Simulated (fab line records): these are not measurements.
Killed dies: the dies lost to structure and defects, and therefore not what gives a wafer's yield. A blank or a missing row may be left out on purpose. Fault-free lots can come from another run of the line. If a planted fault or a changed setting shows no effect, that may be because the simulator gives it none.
Matching of chambers :: flow n5_finfet :: N5_BEOL_M0_SAQP_PECVD_03 on pecvd-02: 3 sister chambers
The step deposits SiCN from 3MS/NH3, target thk 12 nm, time 21.1 s. 3 wafers are shown with their chamber, then 11 later ones without.

WAFERS PAIRED WITH THEIR CHAMBERS
wafer: L089.2
chamber: 2
throttle_valve_pct (%): 8.6

wafer: L092.2
chamber: 1
throttle_valve_pct (%): 9.5

wafer: L093.2
chamber: 0
throttle_valve_pct (%): 8.7

WAFERS WITH NO CHAMBER GIVEN
wafer: L093.3
throttle_valve_pct (%): 8.6

wafer: L093.6
throttle_valve_pct (%): 8.7

wafer: L094.2
throttle_valve_pct (%): 8.4

wafer: L094.3
throttle_valve_pct (%): 8.2

wafer: L094.4
throttle_valve_pct (%): 9.5

wafer: L095.1
throttle_valve_pct (%): 8.4

wafer: L095.2
throttle_valve_pct (%): 8.4

wafer: L095.6
throttle_valve_pct (%): 8.4

wafer: L096.1
throttle_valve_pct (%): 8.6

wafer: L096.2
throttle_valve_pct (%): 8.3

wafer: L096.5
throttle_valve_pct (%): 8.3

WHICH CHAMBER EACH WENT THROUGH
wafer: L093.3
from the rows above: can't be placed: 2 or 0
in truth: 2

wafer: L093.6
from the rows above: can't be placed: 0 or 2
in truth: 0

wafer: L094.2
from the rows above: can't be placed: 2 or 0
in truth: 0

wafer: L094.3
from the rows above: can't be placed: 2 or 0
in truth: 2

wafer: L094.4
from the rows above: 1
in truth: 1

wafer: L095.1
from the rows above: can't be placed: 2 or 0
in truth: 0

wafer: L095.2
from the rows above: can't be placed: 2 or 0
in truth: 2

wafer: L095.6
from the rows above: can't be placed: 2 or 0
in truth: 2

wafer: L096.1
from the rows above: can't be placed: 2 or 0
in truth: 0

wafer: L096.2
from the rows above: can't be placed: 2 or 0
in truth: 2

wafer: L096.5
from the rows above: can't be placed: 2 or 0
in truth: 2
Correct placement for 1 of the 11. Not placeable from these rows: 10 (in 10, the candidates include the true chamber). Placed wrongly: 0.
How it was worked out, from the rows above alone: a wafer's distance from a chamber is the root of the sum, over the readings, of the square of ((its reading less the chamber's mean) divided by the reading's scatter). The wafer belongs to the nearest chamber; if the next one is less than 2 further off, it can't be placed. A chamber's mean is the mean of its shown wafers. The scatter (one wafer shown for each chamber): square how far every hidden wafer sits from the nearest shown wafer, average those squares and take the square root.
